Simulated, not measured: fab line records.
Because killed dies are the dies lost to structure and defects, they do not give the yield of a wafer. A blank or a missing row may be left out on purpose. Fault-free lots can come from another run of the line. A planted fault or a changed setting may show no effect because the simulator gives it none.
What tool caused it? || flow nand-harc || 23 lots, 69 wafers sampled, at 4 steps of a route of 1159

WHAT THE GAUGES READ, wafer by wafer
NHARC_P_CONTACT_INSPECT_14. Usual: raw-defect-count 3.6, standard deviation 2.
{"lot": "L074", "measured": "day 5 13:00", "on": "defect-inspect-02", "raw-defect-count": "3 2 4", "flag": ""}
{"lot": "L075", "measured": "day 5 14:14", "on": "defect-inspect-01", "raw-defect-count": "4 2 5", "flag": ""}
{"lot": "L076", "measured": "day 6 04:24", "on": "defect-inspect-01", "raw-defect-count": "6 5 3", "flag": ""}
{"lot": "L077", "measured": "day 6 02:16", "on": "defect-inspect-02", "raw-defect-count": "1 3 0", "flag": ""}
{"lot": "L078", "measured": "day 6 12:51", "on": "defect-inspect-01", "raw-defect-count": "3 4 3", "flag": ""}
{"lot": "L079", "measured": "day 6 23:38", "on": "defect-inspect-02", "raw-defect-count": "3 4 2", "flag": ""}
{"lot": "L080", "measured": "day 7 05:07", "on": "defect-inspect-02", "raw-defect-count": "3 2 2", "flag": ""}
{"lot": "L081", "measured": "day 7 11:29", "on": "defect-inspect-02", "raw-defect-count": "9 5 6", "flag": ""}
{"lot": "L082", "measured": "day 7 10:45", "on": "defect-inspect-01", "raw-defect-count": "4 1 0", "flag": ""}
{"lot": "L083", "measured": "day 7 10:13", "on": "defect-inspect-02", "raw-defect-count": "0 3 5", "flag": ""}
{"lot": "L084", "measured": "day 8 06:07", "on": "defect-inspect-01", "raw-defect-count": "4 8 1", "flag": ""}
{"lot": "L086", "measured": "day 8 20:55", "on": "defect-inspect-01", "raw-defect-count": "5 5 6", "flag": ""}
{"lot": "L087", "measured": "day 8 22:30", "on": "defect-inspect-01", "raw-defect-count": "8 5 2", "flag": ""}
{"lot": "L088", "measured": "day 8 21:56", "on": "defect-inspect-01", "raw-defect-count": "2 7 4", "flag": ""}
{"lot": "L089", "measured": "day 9 12:21", "on": "defect-inspect-01", "raw-defect-count": "4 2 5", "flag": ""}
{"lot": "L090", "measured": "day 9 12:50", "on": "defect-inspect-01", "raw-defect-count": "1 6 3", "flag": ""}
{"lot": "L091", "measured": "day 9 22:12", "on": "defect-inspect-02", "raw-defect-count": "4 5 6", "flag": ""}
{"lot": "L092", "measured": "day 9 22:33", "on": "defect-inspect-01", "raw-defect-count": "5 2 1", "flag": ""}
{"lot": "L093", "measured": "day 10 03:49", "on": "defect-inspect-02", "raw-defect-count": "9 2 5", "flag": ""}
{"lot": "L094", "measured": "day 10 16:37", "on": "defect-inspect-01", "raw-defect-count": "8 5 4", "flag": ""}
{"lot": "L095", "measured": "day 10 21:32", "on": "defect-inspect-01", "raw-defect-count": "3 4 5", "flag": ""}
{"lot": "L096", "measured": "day 10 23:59", "on": "defect-inspect-01", "raw-defect-count": "7 7 5", "flag": ""}
{"lot": "L097", "measured": "day 11 18:32", "on": "defect-inspect-02", "raw-defect-count": "1 7 7", "flag": ""}

TOOL THAT RAN EACH LOT (tool first, then ch and the chambers of the sampled wafers, then the start)
{"lot": "L074", "NHARC_P_ZERO_WELL_DESCUM_39": "rie-diel-01 ch 0,1,2, day 1 16:20", "NHARC_P_GATE_STRIP_108": "rie-diel-12 ch 1,3, day 4 17:11", "NHARC_P_GATE_DESCUM_61": "rie-diel-12 ch 1,2,3, day 5 06:29"}
{"lot": "L075", "NHARC_P_ZERO_WELL_DESCUM_39": "rie-diel-02 ch 0,1,2, day 1 22:18", "NHARC_P_GATE_STRIP_108": "rie-diel-12 ch 0,2, day 4 17:23", "NHARC_P_GATE_DESCUM_61": "rie-diel-12 ch 1,3, day 5 06:58"}
{"lot": "L076", "NHARC_P_ZERO_WELL_DESCUM_39": "rie-diel-02 ch 1,2, day 2 04:17", "NHARC_P_GATE_STRIP_108": "rie-diel-12 ch 0,2, day 5 05:41", "NHARC_P_GATE_DESCUM_61": "rie-diel-10 ch 1,2,3, day 5 20:53"}
{"lot": "L077", "NHARC_P_ZERO_WELL_DESCUM_39": "rie-diel-05 ch 0,2, day 2 10:16", "NHARC_P_GATE_STRIP_108": "rie-diel-12 ch 0,1,2, day 5 06:14", "NHARC_P_GATE_DESCUM_61": "rie-diel-12 ch 0,1, day 5 19:37"}
{"lot": "L078", "NHARC_P_ZERO_WELL_DESCUM_39": "rie-diel-02 ch 1,3, day 2 16:26", "NHARC_P_GATE_STRIP_108": "rie-diel-12 ch 0,2, day 5 17:19", "NHARC_P_GATE_DESCUM_61": "rie-diel-13 ch 0,1, day 6 06:28"}
{"lot": "L079", "NHARC_P_ZERO_WELL_DESCUM_39": "rie-diel-05 ch 0,2,3, day 2 22:27", "NHARC_P_GATE_STRIP_108": "rie-diel-10 ch 0,1, day 6 03:55", "NHARC_P_GATE_DESCUM_61": "rie-diel-12 ch 2,3, day 6 17:04"}
{"lot": "L080", "NHARC_P_ZERO_WELL_DESCUM_39": "rie-diel-05 ch 0,3, day 3 04:20", "NHARC_P_GATE_STRIP_108": "rie-diel-12 ch 2,3, day 6 09:30", "NHARC_P_GATE_DESCUM_61": "rie-diel-12 ch 0,1, day 6 22:43"}
{"lot": "L081", "NHARC_P_ZERO_WELL_DESCUM_39": "rie-diel-01 ch 2,3, day 3 10:20", "NHARC_P_GATE_STRIP_108": "rie-diel-13 ch 0,1,3, day 6 15:23", "NHARC_P_GATE_DESCUM_61": "rie-diel-10 ch 2,3, day 7 05:06"}
{"lot": "L082", "NHARC_P_ZERO_WELL_DESCUM_39": "rie-diel-05 ch 1,2, day 3 16:16", "NHARC_P_GATE_STRIP_108": "rie-diel-13 ch 0,1,2, day 6 15:12", "NHARC_P_GATE_DESCUM_61": "rie-diel-12 ch 2,3, day 7 04:13"}
{"lot": "L083", "NHARC_P_ZERO_WELL_DESCUM_39": "rie-diel-01 ch 0,1,3, day 3 22:17", "NHARC_P_GATE_STRIP_108": "rie-diel-12 ch 0,1,3, day 6 14:23", "NHARC_P_GATE_DESCUM_61": "rie-diel-10 ch 0,1,2, day 7 03:43"}
{"lot": "L084", "NHARC_P_ZERO_WELL_DESCUM_39": "rie-diel-01 ch 0,1,3, day 4 04:11", "NHARC_P_GATE_STRIP_108": "rie-diel-13 ch 0,1,3, day 7 10:28", "NHARC_P_GATE_DESCUM_61": "rie-diel-12 ch 0,1,2, day 7 23:28"}
{"lot": "L086", "NHARC_P_ZERO_WELL_DESCUM_39": "rie-diel-01 ch 0,2,3, day 4 16:19", "NHARC_P_GATE_STRIP_108": "rie-diel-12 ch 0,1, day 8 00:51", "NHARC_P_GATE_DESCUM_61": "rie-diel-12 ch 1,2, day 8 14:06"}
{"lot": "L087", "NHARC_P_ZERO_WELL_DESCUM_39": "rie-diel-05 ch 0,2,3, day 4 22:30", "NHARC_P_GATE_STRIP_108": "rie-diel-13 ch 1,2,3, day 8 01:22", "NHARC_P_GATE_DESCUM_61": "rie-diel-12 ch 0,1,2, day 8 14:48"}
{"lot": "L088", "NHARC_P_ZERO_WELL_DESCUM_39": "rie-diel-05 ch 0,1,3, day 5 04:26", "NHARC_P_GATE_STRIP_108": "rie-diel-13 ch 0,2,3, day 8 01:04", "NHARC_P_GATE_DESCUM_61": "rie-diel-12 ch 0,1,2, day 8 14:15"}
{"lot": "L089", "NHARC_P_ZERO_WELL_DESCUM_39": "rie-diel-02 ch 0,1,3, day 5 10:26", "NHARC_P_GATE_STRIP_108": "rie-diel-12 ch 0,1, day 8 16:49", "NHARC_P_GATE_DESCUM_61": "rie-diel-12 ch 1,3, day 9 05:50"}
{"lot": "L090", "NHARC_P_ZERO_WELL_DESCUM_39": "rie-diel-01 ch 0,2, day 5 16:28", "NHARC_P_GATE_STRIP_108": "rie-diel-12 ch 0,1,2, day 8 17:12", "NHARC_P_GATE_DESCUM_61": "rie-diel-12 ch 0,1,3, day 9 06:15"}
{"lot": "L091", "NHARC_P_ZERO_WELL_DESCUM_39": "rie-diel-05 ch 0,3, day 5 22:42", "NHARC_P_GATE_STRIP_108": "rie-diel-12 ch 0,1, day 8 23:53", "NHARC_P_GATE_DESCUM_61": "rie-diel-10 ch 2,3, day 9 13:07"}
{"lot": "L092", "NHARC_P_ZERO_WELL_DESCUM_39": "rie-diel-01 ch 2,3, day 6 04:16", "NHARC_P_GATE_STRIP_108": "rie-diel-13 ch 0,1,2, day 9 00:33", "NHARC_P_GATE_DESCUM_61": "rie-diel-10 ch 1,2, day 9 13:58"}
{"lot": "L093", "NHARC_P_ZERO_WELL_DESCUM_39": "rie-diel-01 ch 0,1,3, day 6 10:07", "NHARC_P_GATE_STRIP_108": "rie-diel-13 ch 0,1,3, day 9 07:22", "NHARC_P_GATE_DESCUM_61": "rie-diel-12 ch 1,2, day 9 21:10"}
{"lot": "L094", "NHARC_P_ZERO_WELL_DESCUM_39": "rie-diel-02 ch 0,1,2, day 6 16:23", "NHARC_P_GATE_STRIP_108": "rie-diel-12 ch 0,2, day 9 20:55", "NHARC_P_GATE_DESCUM_61": "rie-diel-12 ch 0,2,3, day 10 10:05"}
{"lot": "L095", "NHARC_P_ZERO_WELL_DESCUM_39": "rie-diel-02 ch 0,1,3, day 6 22:22", "NHARC_P_GATE_STRIP_108": "rie-diel-10 ch 1,3, day 10 01:55", "NHARC_P_GATE_DESCUM_61": "rie-diel-13 ch 0,2, day 10 15:01"}
{"lot": "L096", "NHARC_P_ZERO_WELL_DESCUM_39": "rie-diel-01 ch 1,2,3, day 7 04:19", "NHARC_P_GATE_STRIP_108": "rie-diel-12 ch 1,2, day 10 04:38", "NHARC_P_GATE_DESCUM_61": "rie-diel-12 ch 0,1,2, day 10 17:35"}
{"lot": "L097", "NHARC_P_ZERO_WELL_DESCUM_39": "rie-diel-05 ch 1,3, day 7 10:47", "NHARC_P_GATE_STRIP_108": "rie-diel-13 ch 1,2,3, day 10 23:17", "NHARC_P_GATE_DESCUM_61": "rie-diel-12 ch 0,3, day 11 12:05"}
- NHARC_P_ZERO_WELL_DESCUM_39: chemistry O2, time 3 s.
- NHARC_P_GATE_STRIP_108: strips in O2.
- NHARC_P_GATE_DESCUM_61: chemistry O2, time 3 s.

AS READ BY THE TOOLS THEMSELVES (means over the sampled wafers that have a number; for cases with no such wafer, the mark the record gives instead)
NHARC_P_ZERO_WELL_DESCUM_39. Usual: drypump-motor-current-A 5.7 A, standard deviation 0.37; oes-product-au 1.004 a.u., standard deviation 0.013; rf-vpp-V 57.8 V, standard deviation 0.86; showerhead-plenum-p-Torr 1.91 Torr, standard deviation 0.065; throttle-valve-pct 11.312 %, standard deviation 0.0086.
{"lot": "L074", "tool": "rie-diel-01", "drypump-motor-current-A (A)": 5.7, "oes-product-au (a.u.)": 0.998, "rf-vpp-V (V)": 58.1, "showerhead-plenum-p-Torr (Torr)": 1.88, "throttle-valve-pct (%)": 11.315, "flag": ""}
{"lot": "L075", "tool": "rie-diel-02", "drypump-motor-current-A (A)": 5.7, "oes-product-au (a.u.)": 0.997, "rf-vpp-V (V)": 56.9, "showerhead-plenum-p-Torr (Torr)": 1.96, "throttle-valve-pct (%)": 11.312, "flag": ""}
{"lot": "L076", "tool": "rie-diel-02", "drypump-motor-current-A (A)": 5.6, "oes-product-au (a.u.)": 1.009, "rf-vpp-V (V)": 58.2, "showerhead-plenum-p-Torr (Torr)": 1.96, "throttle-valve-pct (%)": 11.310, "flag": ""}
{"lot": "L077", "tool": "rie-diel-05", "drypump-motor-current-A (A)": 5.7, "oes-product-au (a.u.)": 1.011, "rf-vpp-V (V)": 57.7, "showerhead-plenum-p-Torr (Torr)": 1.83, "throttle-valve-pct (%)": 11.316, "flag": ""}
{"lot": "L078", "tool": "rie-diel-02", "drypump-motor-current-A (A)": 5.9, "oes-product-au (a.u.)": 1.003, "rf-vpp-V (V)": 57.6, "showerhead-plenum-p-Torr (Torr)": 1.93, "throttle-valve-pct (%)": 11.314, "flag": ""}
{"lot": "L079", "tool": "rie-diel-05", "drypump-motor-current-A (A)": 5.9, "oes-product-au (a.u.)": 0.999, "rf-vpp-V (V)": 57.8, "showerhead-plenum-p-Torr (Torr)": 1.90, "throttle-valve-pct (%)": 11.317, "flag": ""}
{"lot": "L080", "tool": "rie-diel-05", "drypump-motor-current-A (A)": 6.1, "oes-product-au (a.u.)": 1.001, "rf-vpp-V (V)": 57.6, "showerhead-plenum-p-Torr (Torr)": 1.97, "throttle-valve-pct (%)": 11.317, "flag": ""}
{"lot": "L081", "tool": "rie-diel-01", "drypump-motor-current-A (A)": 5.9, "oes-product-au (a.u.)": 0.989, "rf-vpp-V (V)": 57.3, "showerhead-plenum-p-Torr (Torr)": 1.84, "throttle-valve-pct (%)": 11.312, "flag": ""}
{"lot": "L082", "tool": "rie-diel-05", "drypump-motor-current-A (A)": 5.4, "oes-product-au (a.u.)": 1.021, "rf-vpp-V (V)": 57.4, "showerhead-plenum-p-Torr (Torr)": 1.88, "throttle-valve-pct (%)": 11.305, "flag": ""}
{"lot": "L083", "tool": "rie-diel-01", "drypump-motor-current-A (A)": 5.6, "oes-product-au (a.u.)": 0.998, "rf-vpp-V (V)": 58.1, "showerhead-plenum-p-Torr (Torr)": 1.92, "throttle-valve-pct (%)": 11.311, "flag": ""}
{"lot": "L084", "tool": "rie-diel-01", "drypump-motor-current-A (A)": 5.6, "oes-product-au (a.u.)": 1.001, "rf-vpp-V (V)": 58.2, "showerhead-plenum-p-Torr (Torr)": 1.92, "throttle-valve-pct (%)": 11.307, "flag": ""}
{"lot": "L086", "tool": "rie-diel-01", "drypump-motor-current-A (A)": 5.8, "oes-product-au (a.u.)": 0.994, "rf-vpp-V (V)": 58.5, "showerhead-plenum-p-Torr (Torr)": 1.87, "throttle-valve-pct (%)": 11.310, "flag": ""}
{"lot": "L087", "tool": "rie-diel-05", "drypump-motor-current-A (A)": 5.9, "oes-product-au (a.u.)": 1.009, "rf-vpp-V (V)": 57.9, "showerhead-plenum-p-Torr (Torr)": 1.90, "throttle-valve-pct (%)": 11.318, "flag": ""}
{"lot": "L088", "tool": "rie-diel-05", "drypump-motor-current-A (A)": 5.7, "oes-product-au (a.u.)": 1.011, "rf-vpp-V (V)": 57.7, "showerhead-plenum-p-Torr (Torr)": 1.94, "throttle-valve-pct (%)": 11.310, "flag": ""}
{"lot": "L089", "tool": "rie-diel-02", "drypump-motor-current-A (A)": 5.9, "oes-product-au (a.u.)": 1.010, "rf-vpp-V (V)": 58.0, "showerhead-plenum-p-Torr (Torr)": 1.93, "throttle-valve-pct (%)": 11.306, "flag": ""}
{"lot": "L090", "tool": "rie-diel-01", "drypump-motor-current-A (A)": 5.8, "oes-product-au (a.u.)": 0.996, "rf-vpp-V (V)": 57.1, "showerhead-plenum-p-Torr (Torr)": 1.86, "throttle-valve-pct (%)": 11.309, "flag": ""}
{"lot": "L091", "tool": "rie-diel-05", "drypump-motor-current-A (A)": 6.0, "oes-product-au (a.u.)": 1.002, "rf-vpp-V (V)": 58.4, "showerhead-plenum-p-Torr (Torr)": 1.97, "throttle-valve-pct (%)": 11.308, "flag": ""}
{"lot": "L092", "tool": "rie-diel-01", "drypump-motor-current-A (A)": 5.8, "oes-product-au (a.u.)": 0.996, "rf-vpp-V (V)": 57.3, "showerhead-plenum-p-Torr (Torr)": 1.88, "throttle-valve-pct (%)": 11.314, "flag": ""}
{"lot": "L093", "tool": "rie-diel-01", "drypump-motor-current-A (A)": 5.5, "oes-product-au (a.u.)": 0.992, "rf-vpp-V (V)": 58.2, "showerhead-plenum-p-Torr (Torr)": 1.92, "throttle-valve-pct (%)": 11.303, "flag": ""}
{"lot": "L094", "tool": "rie-diel-02", "drypump-motor-current-A (A)": 5.7, "oes-product-au (a.u.)": 0.988, "rf-vpp-V (V)": 57.8, "showerhead-plenum-p-Torr (Torr)": 1.96, "throttle-valve-pct (%)": 11.321, "flag": ""}
{"lot": "L095", "tool": "rie-diel-02", "drypump-motor-current-A (A)": 5.9, "oes-product-au (a.u.)": 1.013, "rf-vpp-V (V)": 58.2, "showerhead-plenum-p-Torr (Torr)": 1.93, "throttle-valve-pct (%)": 11.313, "flag": ""}
{"lot": "L096", "tool": "rie-diel-01", "drypump-motor-current-A (A)": 5.7, "oes-product-au (a.u.)": 1.010, "rf-vpp-V (V)": 58.4, "showerhead-plenum-p-Torr (Torr)": 1.89, "throttle-valve-pct (%)": 11.305, "flag": ""}
{"lot": "L097", "tool": "rie-diel-05", "drypump-motor-current-A (A)": 5.5, "oes-product-au (a.u.)": 1.016, "rf-vpp-V (V)": 58.5, "showerhead-plenum-p-Torr (Torr)": 1.94, "throttle-valve-pct (%)": 11.301, "flag": ""}

NHARC_P_GATE_STRIP_108. Usual: drypump-motor-current-A 5.5 A, standard deviation 0.31; oes-product-au 1.002 a.u., standard deviation 0.018; rf-vpp-V 57.7 V, standard deviation 0.89; showerhead-plenum-p-Torr 3.50 Torr, standard deviation 0.14; throttle-valve-pct 17.036 %, standard deviation 0.0091.
{"lot": "L074", "tool": "rie-diel-12", "drypump-motor-current-A (A)": 5.8, "oes-product-au (a.u.)": 0.992, "rf-vpp-V (V)": 57.5, "showerhead-plenum-p-Torr (Torr)": 3.54, "throttle-valve-pct (%)": 17.029, "flag": ""}
{"lot": "L075", "tool": "rie-diel-12", "drypump-motor-current-A (A)": 5.6, "oes-product-au (a.u.)": 1.012, "rf-vpp-V (V)": 57.8, "showerhead-plenum-p-Torr (Torr)": 3.53, "throttle-valve-pct (%)": 17.037, "flag": ""}
{"lot": "L076", "tool": "rie-diel-12", "drypump-motor-current-A (A)": 5.6, "oes-product-au (a.u.)": 0.996, "rf-vpp-V (V)": 57.3, "showerhead-plenum-p-Torr (Torr)": 3.53, "throttle-valve-pct (%)": 17.041, "flag": ""}
{"lot": "L077", "tool": "rie-diel-12", "drypump-motor-current-A (A)": 5.5, "oes-product-au (a.u.)": 0.998, "rf-vpp-V (V)": 58.2, "showerhead-plenum-p-Torr (Torr)": 3.50, "throttle-valve-pct (%)": 17.045, "flag": ""}
{"lot": "L078", "tool": "rie-diel-12", "drypump-motor-current-A (A)": 5.4, "oes-product-au (a.u.)": 0.997, "rf-vpp-V (V)": 58.6, "showerhead-plenum-p-Torr (Torr)": 3.59, "throttle-valve-pct (%)": 17.031, "flag": ""}
{"lot": "L079", "tool": "rie-diel-10", "drypump-motor-current-A (A)": 6.3, "oes-product-au (a.u.)": 0.997, "rf-vpp-V (V)": 58.1, "showerhead-plenum-p-Torr (Torr)": 3.45, "throttle-valve-pct (%)": 17.034, "flag": ""}
{"lot": "L080", "tool": "rie-diel-12", "drypump-motor-current-A (A)": 5.8, "oes-product-au (a.u.)": 0.999, "rf-vpp-V (V)": 57.7, "showerhead-plenum-p-Torr (Torr)": 3.51, "throttle-valve-pct (%)": 17.028, "flag": ""}
{"lot": "L081", "tool": "rie-diel-13", "drypump-motor-current-A (A)": 5.3, "oes-product-au (a.u.)": 1.007, "rf-vpp-V (V)": 57.3, "showerhead-plenum-p-Torr (Torr)": 3.38, "throttle-valve-pct (%)": 17.031, "flag": ""}
{"lot": "L082", "tool": "rie-diel-13", "drypump-motor-current-A (A)": 5.4, "oes-product-au (a.u.)": 1.020, "rf-vpp-V (V)": 56.1, "showerhead-plenum-p-Torr (Torr)": 3.50, "throttle-valve-pct (%)": 17.033, "flag": ""}
{"lot": "L083", "tool": "rie-diel-12", "drypump-motor-current-A (A)": 5.6, "oes-product-au (a.u.)": 0.985, "rf-vpp-V (V)": 57.6, "showerhead-plenum-p-Torr (Torr)": 3.55, "throttle-valve-pct (%)": 17.039, "flag": ""}
{"lot": "L084", "tool": "rie-diel-13", "drypump-motor-current-A (A)": 5.3, "oes-product-au (a.u.)": 1.011, "rf-vpp-V (V)": 57.4, "showerhead-plenum-p-Torr (Torr)": 3.37, "throttle-valve-pct (%)": 17.034, "flag": ""}
{"lot": "L086", "tool": "rie-diel-12", "drypump-motor-current-A (A)": 5.4, "oes-product-au (a.u.)": 0.985, "rf-vpp-V (V)": 57.5, "showerhead-plenum-p-Torr (Torr)": 3.47, "throttle-valve-pct (%)": 17.045, "flag": ""}
{"lot": "L087", "tool": "rie-diel-13", "drypump-motor-current-A (A)": 5.3, "oes-product-au (a.u.)": 1.004, "rf-vpp-V (V)": 57.3, "showerhead-plenum-p-Torr (Torr)": 3.51, "throttle-valve-pct (%)": 17.028, "flag": ""}
{"lot": "L088", "tool": "rie-diel-13", "drypump-motor-current-A (A)": 5.2, "oes-product-au (a.u.)": 1.025, "rf-vpp-V (V)": 57.4, "showerhead-plenum-p-Torr (Torr)": 3.45, "throttle-valve-pct (%)": 17.042, "flag": ""}
{"lot": "L089", "tool": "rie-diel-12", "drypump-motor-current-A (A)": 5.4, "oes-product-au (a.u.)": 0.989, "rf-vpp-V (V)": 58.4, "showerhead-plenum-p-Torr (Torr)": 3.56, "throttle-valve-pct (%)": 17.025, "flag": ""}
{"lot": "L090", "tool": "rie-diel-12", "drypump-motor-current-A (A)": 5.5, "oes-product-au (a.u.)": 0.999, "rf-vpp-V (V)": 58.2, "showerhead-plenum-p-Torr (Torr)": 3.49, "throttle-valve-pct (%)": 17.040, "flag": ""}
{"lot": "L091", "tool": "rie-diel-12", "drypump-motor-current-A (A)": 5.4, "oes-product-au (a.u.)": 1.002, "rf-vpp-V (V)": 58.5, "showerhead-plenum-p-Torr (Torr)": 3.56, "throttle-valve-pct (%)": 17.044, "flag": ""}
{"lot": "L092", "tool": "rie-diel-13", "drypump-motor-current-A (A)": 5.4, "oes-product-au (a.u.)": 1.016, "rf-vpp-V (V)": 57.0, "showerhead-plenum-p-Torr (Torr)": 3.48, "throttle-valve-pct (%)": 17.038, "flag": ""}
{"lot": "L093", "tool": "rie-diel-13", "drypump-motor-current-A (A)": 5.3, "oes-product-au (a.u.)": 1.014, "rf-vpp-V (V)": 57.9, "showerhead-plenum-p-Torr (Torr)": 3.36, "throttle-valve-pct (%)": 17.030, "flag": ""}
{"lot": "L094", "tool": "rie-diel-12", "drypump-motor-current-A (A)": 5.4, "oes-product-au (a.u.)": 1.009, "rf-vpp-V (V)": 57.5, "showerhead-plenum-p-Torr (Torr)": 3.58, "throttle-valve-pct (%)": 17.032, "flag": ""}
{"lot": "L095", "tool": "rie-diel-10", "drypump-motor-current-A (A)": 6.2, "oes-product-au (a.u.)": 1.005, "rf-vpp-V (V)": 57.8, "showerhead-plenum-p-Torr (Torr)": 3.40, "throttle-valve-pct (%)": 17.033, "flag": ""}
{"lot": "L096", "tool": "rie-diel-12", "drypump-motor-current-A (A)": 5.6, "oes-product-au (a.u.)": 0.988, "rf-vpp-V (V)": 57.0, "showerhead-plenum-p-Torr (Torr)": 3.40, "throttle-valve-pct (%)": 17.040, "flag": ""}
{"lot": "L097", "tool": "rie-diel-13", "drypump-motor-current-A (A)": 5.4, "oes-product-au (a.u.)": 0.999, "rf-vpp-V (V)": 58.0, "showerhead-plenum-p-Torr (Torr)": 3.49, "throttle-valve-pct (%)": 17.039, "flag": ""}

NHARC_P_GATE_DESCUM_61. Usual: drypump-motor-current-A 5.7 A, standard deviation 0.31; oes-product-au 0.997 a.u., standard deviation 0.014; rf-vpp-V 57.7 V, standard deviation 0.88; showerhead-plenum-p-Torr 1.90 Torr, standard deviation 0.076; throttle-valve-pct 11.311 %, standard deviation 0.0085.
{"lot": "L074", "tool": "rie-diel-12", "drypump-motor-current-A (A)": 5.7, "oes-product-au (a.u.)": 0.990, "rf-vpp-V (V)": 58.0, "showerhead-plenum-p-Torr (Torr)": 1.89, "throttle-valve-pct (%)": 11.310, "flag": ""}
{"lot": "L075", "tool": "rie-diel-12", "drypump-motor-current-A (A)": 5.7, "oes-product-au (a.u.)": 0.993, "rf-vpp-V (V)": 57.5, "showerhead-plenum-p-Torr (Torr)": 1.87, "throttle-valve-pct (%)": 11.313, "flag": ""}
{"lot": "L076", "tool": "rie-diel-10", "drypump-motor-current-A (A)": 6.0, "oes-product-au (a.u.)": 1.005, "rf-vpp-V (V)": 58.5, "showerhead-plenum-p-Torr (Torr)": 1.88, "throttle-valve-pct (%)": 11.305, "flag": ""}
{"lot": "L077", "tool": "rie-diel-12", "drypump-motor-current-A (A)": 5.4, "oes-product-au (a.u.)": 0.992, "rf-vpp-V (V)": 57.7, "showerhead-plenum-p-Torr (Torr)": 1.88, "throttle-valve-pct (%)": 11.304, "flag": ""}
{"lot": "L078", "tool": "rie-diel-13", "drypump-motor-current-A (A)": 5.4, "oes-product-au (a.u.)": 1.021, "rf-vpp-V (V)": 56.9, "showerhead-plenum-p-Torr (Torr)": 1.81, "throttle-valve-pct (%)": 11.313, "flag": ""}
{"lot": "L079", "tool": "rie-diel-12", "drypump-motor-current-A (A)": 5.9, "oes-product-au (a.u.)": 0.990, "rf-vpp-V (V)": 57.7, "showerhead-plenum-p-Torr (Torr)": 1.93, "throttle-valve-pct (%)": 11.307, "flag": ""}
{"lot": "L080", "tool": "rie-diel-12", "drypump-motor-current-A (A)": 5.4, "oes-product-au (a.u.)": 0.991, "rf-vpp-V (V)": 57.5, "showerhead-plenum-p-Torr (Torr)": 1.88, "throttle-valve-pct (%)": 11.310, "flag": ""}
{"lot": "L081", "tool": "rie-diel-10", "drypump-motor-current-A (A)": 5.7, "oes-product-au (a.u.)": 1.006, "rf-vpp-V (V)": 58.0, "showerhead-plenum-p-Torr (Torr)": 1.91, "throttle-valve-pct (%)": 11.303, "flag": ""}
{"lot": "L082", "tool": "rie-diel-12", "drypump-motor-current-A (A)": 5.9, "oes-product-au (a.u.)": 0.989, "rf-vpp-V (V)": 58.3, "showerhead-plenum-p-Torr (Torr)": 1.93, "throttle-valve-pct (%)": 11.319, "flag": ""}
{"lot": "L083", "tool": "rie-diel-10", "drypump-motor-current-A (A)": 6.1, "oes-product-au (a.u.)": 1.003, "rf-vpp-V (V)": 57.8, "showerhead-plenum-p-Torr (Torr)": 1.90, "throttle-valve-pct (%)": 11.317, "flag": ""}
{"lot": "L084", "tool": "rie-diel-12", "drypump-motor-current-A (A)": 5.5, "oes-product-au (a.u.)": 0.991, "rf-vpp-V (V)": 57.5, "showerhead-plenum-p-Torr (Torr)": 1.90, "throttle-valve-pct (%)": 11.316, "flag": ""}
{"lot": "L086", "tool": "rie-diel-12", "drypump-motor-current-A (A)": 5.6, "oes-product-au (a.u.)": 0.990, "rf-vpp-V (V)": 57.1, "showerhead-plenum-p-Torr (Torr)": 1.86, "throttle-valve-pct (%)": 11.316, "flag": ""}
{"lot": "L087", "tool": "rie-diel-12", "drypump-motor-current-A (A)": 5.5, "oes-product-au (a.u.)": 1.000, "rf-vpp-V (V)": 57.2, "showerhead-plenum-p-Torr (Torr)": 1.90, "throttle-valve-pct (%)": 11.313, "flag": ""}
{"lot": "L088", "tool": "rie-diel-12", "drypump-motor-current-A (A)": 5.5, "oes-product-au (a.u.)": 0.995, "rf-vpp-V (V)": 57.8, "showerhead-plenum-p-Torr (Torr)": 1.90, "throttle-valve-pct (%)": 11.317, "flag": ""}
{"lot": "L089", "tool": "rie-diel-12", "drypump-motor-current-A (A)": 5.7, "oes-product-au (a.u.)": 0.984, "rf-vpp-V (V)": 57.7, "showerhead-plenum-p-Torr (Torr)": 1.87, "throttle-valve-pct (%)": 11.313, "flag": ""}
{"lot": "L090", "tool": "rie-diel-12", "drypump-motor-current-A (A)": 5.6, "oes-product-au (a.u.)": 0.995, "rf-vpp-V (V)": 57.9, "showerhead-plenum-p-Torr (Torr)": 1.92, "throttle-valve-pct (%)": 11.311, "flag": ""}
{"lot": "L091", "tool": "rie-diel-10", "drypump-motor-current-A (A)": 5.7, "oes-product-au (a.u.)": 0.989, "rf-vpp-V (V)": 57.5, "showerhead-plenum-p-Torr (Torr)": 1.90, "throttle-valve-pct (%)": 11.310, "flag": ""}
{"lot": "L092", "tool": "rie-diel-10", "drypump-motor-current-A (A)": 6.0, "oes-product-au (a.u.)": 0.992, "rf-vpp-V (V)": 57.4, "showerhead-plenum-p-Torr (Torr)": 1.80, "throttle-valve-pct (%)": 11.319, "flag": ""}
{"lot": "L093", "tool": "rie-diel-12", "drypump-motor-current-A (A)": 5.6, "oes-product-au (a.u.)": 0.990, "rf-vpp-V (V)": 57.5, "showerhead-plenum-p-Torr (Torr)": 1.85, "throttle-valve-pct (%)": 11.315, "flag": ""}
{"lot": "L094", "tool": "rie-diel-12", "drypump-motor-current-A (A)": 5.7, "oes-product-au (a.u.)": 1.003, "rf-vpp-V (V)": 59.1, "showerhead-plenum-p-Torr (Torr)": 1.94, "throttle-valve-pct (%)": 11.310, "flag": ""}
{"lot": "L095", "tool": "rie-diel-13", "drypump-motor-current-A (A)": 5.3, "oes-product-au (a.u.)": 1.034, "rf-vpp-V (V)": 57.9, "showerhead-plenum-p-Torr (Torr)": 1.85, "throttle-valve-pct (%)": 11.309, "flag": ""}
{"lot": "L096", "tool": "rie-diel-12", "drypump-motor-current-A (A)": 5.5, "oes-product-au (a.u.)": 0.990, "rf-vpp-V (V)": 57.2, "showerhead-plenum-p-Torr (Torr)": 1.89, "throttle-valve-pct (%)": 11.313, "flag": ""}
{"lot": "L097", "tool": "rie-diel-12", "drypump-motor-current-A (A)": 5.5, "oes-product-au (a.u.)": 0.994, "rf-vpp-V (V)": 58.0, "showerhead-plenum-p-Torr (Torr)": 1.97, "throttle-valve-pct (%)": 11.312, "flag": ""}

THE ANSWER, worked out from the rows above alone
Rule: take the mean of a lot's wafers that have a number; if it is more than 3 standard deviations from the usual mean, the lot is off. A lot without any number at a reading at which 4 lots or more have one is off too. Any other lot the step has rows for is counted as sound. First the gauges in route order, then the tools' own readings, where a lot's mean is used as printed above. The first step at which some lot is off is used, and at that step the reading that is off furthest; a lot without a number counts as furthest.
None of the lots is off at any reading shown; this tells nothing.

WHAT THE SIMULATOR HAD INSERTED
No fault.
